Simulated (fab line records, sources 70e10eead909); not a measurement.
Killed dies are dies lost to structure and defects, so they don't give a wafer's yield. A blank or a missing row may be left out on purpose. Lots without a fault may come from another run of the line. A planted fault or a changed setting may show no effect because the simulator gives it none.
Chamber matching | flow nand_harc | NHARC_THIN_TSV_DEP_47 on pecvd-01: 3 sister chambers
The step deposits SiO2, target thk 200 nm. 6 wafers are shown with their chamber, then 7 later ones without.

WAFERS WITH THEIR CHAMBER
wafer  | chamber | throttle_valve_pct (%)
L154.5 | 0       | 16.2
L158.1 | 2       | 16.0
L158.2 | 1       | 15.1
L158.6 | 2       | 16.0
L162.1 | 1       | 15.2
L162.4 | 0       | 16.5

WAFERS WITHOUT THEIR CHAMBER
wafer  | throttle_valve_pct (%)
L162.6 | 15.4
L163.1 | 16.0
L163.2 | 15.4
L163.3 | 16.5
L167.3 | 16.5
L167.4 | 16.2
L167.5 | 15.4

WHICH CHAMBER EACH WENT THROUGH
wafer  | from the rows above     | in truth
L162.6 | 1                       | 1
L163.1 | 2                       | 2
L163.2 | 1                       | 1
L163.3 | 0                       | 0
L167.3 | 0                       | 0
L167.4 | can't be placed: 0 or 2 | 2
L167.5 | 1                       | 1
Placed correctly: 6 of 7. Can't be placed from these rows: 1 (the true chamber is among the candidates in 1). Placed wrongly: 0.
How it was worked out, from the rows above alone: a wafer's distance from a chamber is the root of the sum, over the readings, of the square of ((its reading less the chamber's mean) divided by the reading's scatter). The wafer belongs to the nearest chamber; if the next one is less than 2 further off, it can't be placed. A chamber's mean is the mean of its shown wafers. The scatter: the root of (the sum of the squares of (reading less its chamber's mean) over the shown wafers, divided by (wafers less chambers)).
